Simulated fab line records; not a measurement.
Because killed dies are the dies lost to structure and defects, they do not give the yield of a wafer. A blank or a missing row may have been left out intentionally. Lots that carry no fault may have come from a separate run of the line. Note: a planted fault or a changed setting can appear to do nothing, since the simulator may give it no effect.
Split-lot trial | flow n5_finfet | 39 wafers read from 7 lots, route of 1938 steps

ON THE SPLIT
At N5_MIM_BOT_SPUTTER_00 (material TiN, target thk 35 nm, time 89.7 s), the setting target_thk_a was moved away from the recipe's 350 angstrom on 15 of the 39 wafers read, by -45.1% to +21.1%. For the rest of the wafers, this setting stayed at what the recipe calls for.

The split's own step is where the reading is taken.

THE READING
TiN_of_MIM_BOT_SPUTTER_00.thk_nm (the simulator's own value, which no gauge read), in nm, at N5_MIM_BOT_SPUTTER_00 (material TiN, target thk 35 nm, time 89.7 s). There is no usual value for it anywhere in the file. Average 35.0 nm, standard deviation 0.32 nm, over the 24 wafers here run with the recipe.

wafer  | tool, chamber at the split | target_thk_a as run, angstrom | against the recipe | TiN_of_MIM_BOT_SPUTTER_00.thk_nm, nm | against lot-mates on the recipe
L076.1 | pvd_sputter-02, -          | 350                           | recipe             | 35                                   | -
L076.4 | pvd_sputter-02, -          | 350                           | recipe             | 35                                   | -
L076.2 | pvd_sputter-02, -          | 264.9                         | -24.3%             | 26.4                                 | -8.5
L076.5 | pvd_sputter-02, -          | 264.9                         | -24.3%             | 26.4                                 | -8.5
L076.6 | pvd_sputter-02, -          | 264.9                         | -24.3%             | 26.4                                 | -8.5
L076.3 | pvd_sputter-02, -          | 350                           | recipe             | 34.8                                 | -
L079.1 | pvd_sputter-03, -          | 350                           | recipe             | 34.8                                 | -
L079.2 | pvd_sputter-03, -          | 350                           | recipe             | 35                                   | -
L079.5 | pvd_sputter-03, -          | 350                           | recipe             | 35                                   | -
L078.1 | pvd_sputter-02, -          | 419.5                         | +19.9%             | 42                                   | +6.7
L078.5 | pvd_sputter-02, -          | 419.5                         | +19.9%             | 42                                   | +6.7
L078.6 | pvd_sputter-02, -          | 419.5                         | +19.9%             | 42                                   | +6.7
L078.2 | pvd_sputter-02, -          | 350                           | recipe             | 35.2                                 | -
L078.3 | pvd_sputter-02, -          | 350                           | recipe             | 35.2                                 | -
L078.4 | pvd_sputter-02, -          | 350                           | recipe             | 35.4                                 | -
L088.1 | pvd_sputter-02, -          | 350                           | recipe             | 34.8                                 | -
L088.4 | pvd_sputter-02, -          | 350                           | recipe             | 34.8                                 | -
L088.5 | pvd_sputter-02, -          | 350                           | recipe             | 34.8                                 | -
L088.2 | pvd_sputter-02, -          | 350                           | recipe             | 34.6                                 | -
L088.3 | pvd_sputter-02, -          | 350                           | recipe             | 34.6                                 | -
L088.6 | pvd_sputter-02, -          | 350                           | recipe             | 34.4                                 | -
L092.1 | pvd_sputter-03, -          | 350                           | recipe             | 35.6                                 | -
L092.2 | pvd_sputter-03, -          | 350                           | recipe             | 35.2                                 | -
L092.3 | pvd_sputter-03, -          | 195.7                         | -44.1%             | 20.4                                 | -15.0
L092.4 | pvd_sputter-03, -          | 195.7                         | -44.1%             | 19.8                                 | -15.6
L092.5 | pvd_sputter-03, -          | 195.7                         | -44.1%             | 20                                   | -15.4
L092.6 | pvd_sputter-03, -          | 350                           | recipe             | 35.4                                 | -
L093.1 | pvd_sputter-03, -          | 350                           | recipe             | 35.4                                 | -
L093.3 | pvd_sputter-03, -          | 350                           | recipe             | 35.4                                 | -
L093.2 | pvd_sputter-03, -          | 192.1                         | -45.1%             | 19.6                                 | -15.7
L093.5 | pvd_sputter-03, -          | 192.1                         | -45.1%             | 19.6                                 | -15.7
L093.4 | pvd_sputter-03, -          | 192.1                         | -45.1%             | 19.4                                 | -15.9
L093.6 | pvd_sputter-03, -          | 350                           | recipe             | 35                                   | -
L096.1 | pvd_sputter-01, -          | 350                           | recipe             | 34.4                                 | -
L096.2 | pvd_sputter-01, -          | 423.7                         | +21.1%             | 42                                   | +7.2
L096.3 | pvd_sputter-01, -          | 350                           | recipe             | 35.2                                 | -
L096.4 | pvd_sputter-01, -          | 423.7                         | +21.1%             | 42.2                                 | +7.4
L096.5 | pvd_sputter-01, -          | 350                           | recipe             | 34.8                                 | -
L096.6 | pvd_sputter-01, -          | 423.7                         | +21.1%             | 42.4                                 | +7.6

THE FIT
A straight line over all 39 wafers: TiN_of_MIM_BOT_SPUTTER_00.thk_nm changes by +0.343 nm for each +1% of target_thk_a; r = +1.00; the points scatter about the line by 0.29 nm.
The same after taking each lot's own level away (the mean of its wafers on the recipe; 39 wafers): +0.348 nm for each +1%; r = +1.00; scatter 0.17 nm.
That fit puts the effect of the largest move of target_thk_a on the reading at 16 nm.
The lots' own levels span 34.67 to 35.40 nm, that is 2.3 times the standard deviation above.
Consequently the slope shifts little with the lot-to-lot level, the two slopes agreeing.
Check: with one of the wafers moved furthest among these (-45.1%) left out of the fit, the line predicts -15.7 nm for it against its lot-mates. It came out at -15.7 nm against them.

ADDITIONAL SPLITS CARRIED BY THESE WAFERS
Other splits were also applied to these wafers ahead of the reading. Each is held against what the fit with the lots' levels taken away leaves over:
other split on the same wafers | wafers away from the commonest value | r with TiN_of_MIM_BOT_SPUTTER_00.thk_nm (lot level and that fit taken away)
N5_BEOL_M13_SPUTTER_43 time_s  | 15                                   | +0.10

FILE'S OWN FIT
TiN_of_MIM_BOT_SPUTTER_00.thk_nm changes by +0.348 nm for each +1% of target_thk_a, r = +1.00.
